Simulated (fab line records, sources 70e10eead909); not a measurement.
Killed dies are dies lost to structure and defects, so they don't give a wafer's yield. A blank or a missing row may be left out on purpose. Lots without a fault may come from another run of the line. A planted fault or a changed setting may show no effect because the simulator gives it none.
Chamber matching | flow nand_harc | NHARC_A_CHANNEL_FILL_D2_ALD_16 on ald_hk-01: 4 sister chambers
The step deposits SiO2, target thk 1.5 nm, pulse time 10 s, ald cycles 15. 18 wafers are shown with their chamber, then 9 later ones without.

WAFERS WITH THEIR CHAMBER
wafer  | chamber | heater_power_w (W) | precursor_pulse_height_rel
L074.2 | 3       | 457                | 0.981
L074.3 | 1       | 557                | 0.931
L074.6 | 0       | 457                | 0.989
L075.1 | 0       | 445                | 0.989
L075.4 | 3       | 464                | 0.982
L075.5 | 3       | 448                | 0.998
L076.1 | 2       | 430                | 0.955
L076.3 | 0       | 451                | 1.019
L076.4 | 1       | 571                | 1.001
L078.1 | 0       | 439                | 1.056
L078.4 | 2       | 445                | 1.002
L078.6 | 0       | 446                | 0.996
L082.1 | 1       | 571                | 0.953
L082.2 | 0       | 447                | 1.023
L082.4 | 2       | 438                | 1.034
L083.2 | 2       | 434                | 0.991
L083.3 | 1       | 579                | 0.990
L083.4 | 0       | 449                | 1.002

SIGNATURES (means of the wafers above)
reading                    | chamber 0 | chamber 1 | chamber 2 | chamber 3 | scatter within a chamber
heater_power_w             | 447.71    | 569.50    | 436.75    | 456.33    | 7.01
precursor_pulse_height_rel | 1.01057   | 0.96875   | 0.99550   | 0.98700   | 0.0268
Rule: a wafer's distance from a chamber is the root of the sum, over the readings, of the square of ((its reading less the chamber's mean) divided by the reading's scatter). The wafer belongs to the nearest chamber; if the next one is less than 2 further off, it can't be placed. The scatter: the root of (the sum of the squares of (reading less its chamber's mean) over the shown wafers, divided by (wafers less chambers)).

WAFERS WITHOUT THEIR CHAMBER
wafer  | heater_power_w (W) | precursor_pulse_height_rel
L085.2 | 433                | 0.994
L085.3 | 456                | 1.009
L085.6 | 437                | 0.974
L088.1 | 582                | 0.990
L088.4 | 435                | 0.977
L088.5 | 449                | 0.988
L097.2 | 458                | 0.993
L097.3 | 435                | 1.013
L097.5 | 449                | 1.016

WHICH CHAMBER EACH WENT THROUGH
wafer  | from the rows above          | in truth
L085.2 | can't be placed: 2 or 0      | 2
L085.3 | can't be placed: 3 or 0 or 2 | 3
L085.6 | can't be placed: 2 or 0 or 3 | 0
L088.1 | 1                            | 1
L088.4 | can't be placed: 2 or 0      | 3
L088.5 | can't be placed: 0 or 3 or 2 | 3
L097.2 | can't be placed: 3 or 0      | 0
L097.3 | can't be placed: 2 or 0      | 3
L097.5 | can't be placed: 0 or 3 or 2 | 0
Placed correctly: 1 of 9. Can't be placed from these rows: 8 (the true chamber is among the candidates in 6). Placed wrongly: 0.
